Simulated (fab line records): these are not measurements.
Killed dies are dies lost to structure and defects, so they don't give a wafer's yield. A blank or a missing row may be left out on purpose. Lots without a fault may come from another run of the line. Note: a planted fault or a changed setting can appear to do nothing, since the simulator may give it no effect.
Split-lot experiment -- flow n5-finfet -- 21 wafers read across 7 lots, on a route 1938 steps long

SPLIT DETAILS
At N5_BEOL_M5_ILD_DEP_00 (deposits SiCOH lowk from DEMS/porogen, target thk 140.64 nm, time 25.9 s), the setting time-s was moved away from the recipe's 25.9 s on 8 of the 21 wafers read, by -14.6% to -7.0%. The other wafers ran this setting at the recipe's value.

FROM THE SPLIT ON TO THE READING: in between, the file shows 1 step
- N5_BEOL_M5_CURE_79: cures SiCOH lowk, time 240 s

THE READING
Values of M5_ILD_THK in nm from N5_BEOL_M5_THK_MEAS_01. A value of 121.8 nm with a standard deviation of 1.6 nm is what fault-free wafers of this fab line usually give.

wafer,"tool, chamber at the split","time-s as run, s",against the recipe,"M5_ILD_THK, nm",against lot-mates on the recipe
L077.1,"pecvd-02, 0",25.9,recipe,121.4,-
L077.5,"pecvd-02, 2",25.9,recipe,122.2,-
L077.6,"pecvd-02, 1",25.9,recipe,123.3,-
L080.1,"pecvd-04, 1",22.12,-14.6%,104.9,-18.2
L080.3,"pecvd-04, 2",25.9,recipe,123.7,-
L080.6,"pecvd-04, 2",25.9,recipe,122.5,-
L081.1,"pecvd-02, 2",22.45,-13.3%,105.1,-14.7
L081.2,"pecvd-02, 0",25.9,recipe,119.8,-
L081.5,"pecvd-02, 2",22.45,-13.3%,106.3,-13.5
L082.2,"pecvd-02, 1",22.24,-14.1%,103.6,-19.3
L082.3,"pecvd-02, 1",25.9,recipe,122.9,-
L082.4,"pecvd-02, 0",22.24,-14.1%,105.5,-17.4
L086.2,"pecvd-04, 0",22.78,-12.0%,106.9,-18.7
L086.5,"pecvd-04, 2",22.78,-12.0%,109.1,-16.5
L086.6,"pecvd-04, 1",25.9,recipe,125.6,-
L091.3,"pecvd-04, 0",25.9,recipe,120.0,-
L091.4,"pecvd-04, 2",25.9,recipe,122.1,-
L091.6,"pecvd-04, 1",25.9,recipe,123.8,-
L093.2,"pecvd-04, 1",24.08,-7.0%,111.8,-11.8
L093.3,"pecvd-04, 2",25.9,recipe,122.2,-
L093.5,"pecvd-04, 2",25.9,recipe,125.0,-

THE FIT
A straight line over all 21 wafers: M5_ILD_THK changes by +1.26 nm for each +1% of time-s; r = +0.98; the points scatter about the line by 1.5 nm.
The same after taking each lot's own level away (the mean of its wafers on the recipe; 21 wafers): +1.27 nm for each +1%; r = +0.98; scatter 1.7 nm.
According to that fit, moving time-s by its largest amount changes the reading by 18 nm.
Across the lots, their own levels run from 119.80 to 125.60 nm, a range of 3.6 times the standard deviation given above.
So the lot-to-lot level changes the slope little: the two slopes agree.
Check: for one of the wafers moved furthest among these (-14.6%), held out of the fit, the line's prediction against its lot-mates is -18.7 nm. It came out at -18.2 nm against them.

THE WHOLE CHAIN: every reading that the file lists as answering this split, in the file's order
step,what it does,reading,change (the file's fit),r (the file's)
N5_BEOL_M5_ILD_DEP_00,"deposits SiCOH lowk from DEMS/porogen, target thk 140.64 nm, time 25.9 s","SiCOH_lowk_of_BEOL_M5_ILD_DEP_00.thk-nm (the simulator's own value, which no gauge read)",+1.49 nm for each +1% of the setting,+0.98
N5_BEOL_M5_CURE_79,"cures SiCOH lowk, time 240 s","SiCOH_lowk_of_BEOL_M5_ILD_DEP_00.thk-nm (the simulator's own value, which no gauge read)",+1.29 nm for each +1% of the setting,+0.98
N5_BEOL_M5_THK_MEAS_01,,M5_ILD_THK,+1.28 for each +1% of the setting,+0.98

THE FILE'S OWN FIT
M5_ILD_THK changes by +1.28 nm for each +1% of time-s, r = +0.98.
